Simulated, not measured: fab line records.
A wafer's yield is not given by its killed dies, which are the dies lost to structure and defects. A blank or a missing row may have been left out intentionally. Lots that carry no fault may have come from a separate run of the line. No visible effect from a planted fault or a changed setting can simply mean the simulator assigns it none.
Matching of chambers ; flow nand_harc ; NHARC_A_CHANNEL_FILL_D1_ALD_16 on ald_hk-02: 4 sister chambers
The step deposits SiO2, target thk 1.5 nm, pulse time 10 s, ald cycles 15. 8 wafers are shown with their chamber, then 8 later ones without.

## WAFERS WITH THEIR CHAMBER
wafer;chamber;heater_power_w (W);precursor_pulse_height_rel
L079.2;3;411;0.973
L079.5;2;434;0.998
L082.4;2;446;1.001
L082.6;0;488;1.014
L087.2;0;483;0.960
L087.3;1;453;1.018
L087.4;3;425;0.990
L091.1;1;425;1.008

## WAFERS WITHOUT THEIR CHAMBER
wafer;heater_power_w (W);precursor_pulse_height_rel
L091.3;469;0.982
L091.4;442;0.993
L090.4;500;0.993
L090.5;463;1.015
L090.6;443;1.044
L095.1;429;1.040
L095.4;457;0.986
L095.5;463;1.020

## CHAMBER TAKEN BY EACH
wafer;from the rows above;in truth
L091.3;can't be placed: 0 or 2 or 1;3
L091.4;can't be placed: 2 or 1 or 3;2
L090.4;0;0
L090.5;can't be placed: 1 or 2 or 0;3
L090.6;can't be placed: 1 or 2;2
L095.1;can't be placed: 1 or 2 or 3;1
L095.4;can't be placed: 2 or 1 or 0 or 3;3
L095.5;can't be placed: 1 or 2 or 0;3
1 of 8 placed correctly. From these rows, 7 cannot be placed; in 4 the true chamber is one of the candidates. Number placed wrongly: 0.
How it was worked out, from the rows above alone: a wafer's distance from a chamber is the root of the sum, over the readings, of the square of ((its reading less the chamber's mean) divided by the reading's scatter). If the next closest chamber is less than 2 further off than the closest, the wafer can't be placed; otherwise it belongs to the closest. The mean given for a chamber averages the wafers shown for that chamber. The scatter: take each reading less its chamber's mean, square it, sum over the shown wafers, divide by the number of wafers less the number of chambers, and take the root.
